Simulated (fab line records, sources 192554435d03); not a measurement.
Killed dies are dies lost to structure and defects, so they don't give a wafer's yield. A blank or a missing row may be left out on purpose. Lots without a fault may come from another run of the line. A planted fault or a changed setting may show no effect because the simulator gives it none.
One fault seen from 2 desks | flow n5_finfet | each desk has only its own numbers; what lay behind them comes last

THE METROLOGY DESK
What the gauges read, lot by lot, whatever tool the lot ran on: means of the sampled wafers that have a number. A lot is out of limits, marked OUT, if its mean lies more than 4 standard deviations from the usual mean; the brackets give that distance. Of its 11 readings 7 are shown: those that lie furthest out on some lot.
Columns: A = cd_nm at N5_HKMG_FIN_CD_MEAS_12, usual 92.9 nm; B = DIBL_P at N5_BEOL_M4_RC_MEAS_101, usual 36.9 mV/V; C = IOFF_P at N5_BEOL_M4_RC_MEAS_101, usual 0.22 nA/um; D = ION_N at N5_BEOL_M4_RC_MEAS_101, usual 673 uA/um; E = ION_P at N5_BEOL_M4_RC_MEAS_101, usual 462 uA/um; F = SS_N at N5_BEOL_M4_RC_MEAS_101, usual 71.6 mV/dec; G = VT_P at N5_BEOL_M4_RC_MEAS_101, usual -250 mV
lot  | first seen here | A    | B    | C    | D   | E   | F    | G
L322 | day 4 01:59     | 93.5 | 35.7 | 0.19 | 667 | 457 | 71.9 | -254
L323 | day 4 07:24     | 92.8 | 37.3 | 0.23 | 667 | 462 | 71.7 | -247
L324 | day 4 15:24     | 92.9 | 37.0 | 0.27 | 684 | 479 | 71.8 | -245
L330 | day 6 07:58     | 92.9 | 37.5 | 0.26 | 676 | 469 | 72.2 | -246
L335 | day 7 08:07     | 92.7 | 36.4 | 0.20 | 674 | 452 | 71.7 | -253
L338 | day 8 02:30     | 93.1 | 37.0 | 0.22 | 672 | 461 | 71.3 | -249
L339 | day 8 10:43     | 92.4 | 39.1 | 0.23 | 686 | 466 | 72.0 | -248
L342 | day 9 03:11     | 92.2 | 37.2 | 0.19 | 669 | 453 | 71.2 | -255
L344 | day 9 16:14     | 93.2 | 35.5 | 0.19 | 667 | 458 | 71.7 | -250
This desk's finding: nothing out of limits on any of the 9 lots.

THE TOOL OWNER'S DESK: ald_metal-01
The tool's own readings at N5_HKMG_FIN_ALD_79 (deposits TiN, target thk 1.5 nm, pulse time 1 s, purge time 3 s): means of the sampled wafers that have a number, for each lot that ran on this tool. A lot is out of limits, marked OUT, if its mean lies more than 4 standard deviations from the usual mean; the brackets give that distance.
Columns: A = heater_power_w at N5_HKMG_FIN_ALD_79, usual 896 W; B = precursor_pulse_height_rel at N5_HKMG_FIN_ALD_79, usual 1.001; C = susceptor_temp_C at N5_HKMG_FIN_ALD_79, usual 399.99 C
lot  | first seen here | A   | B     | C
L322 | day 4 00:08     | 956 | 0.975 | 400.06
L324 | day 4 13:29     | 928 | 1.010 | 400.00
L330 | day 6 06:02     | 939 | 1.019 | 400.17
L335 | day 7 06:19     | 966 | 1.008 | 399.93
This desk's finding: nothing out of limits on any of the 4 lots.

PUT TOGETHER
The metrology desk saw nothing out of limits.
The tool owner's desk saw nothing out of limits.

WHAT THE SIMULATOR HAD PUT IN
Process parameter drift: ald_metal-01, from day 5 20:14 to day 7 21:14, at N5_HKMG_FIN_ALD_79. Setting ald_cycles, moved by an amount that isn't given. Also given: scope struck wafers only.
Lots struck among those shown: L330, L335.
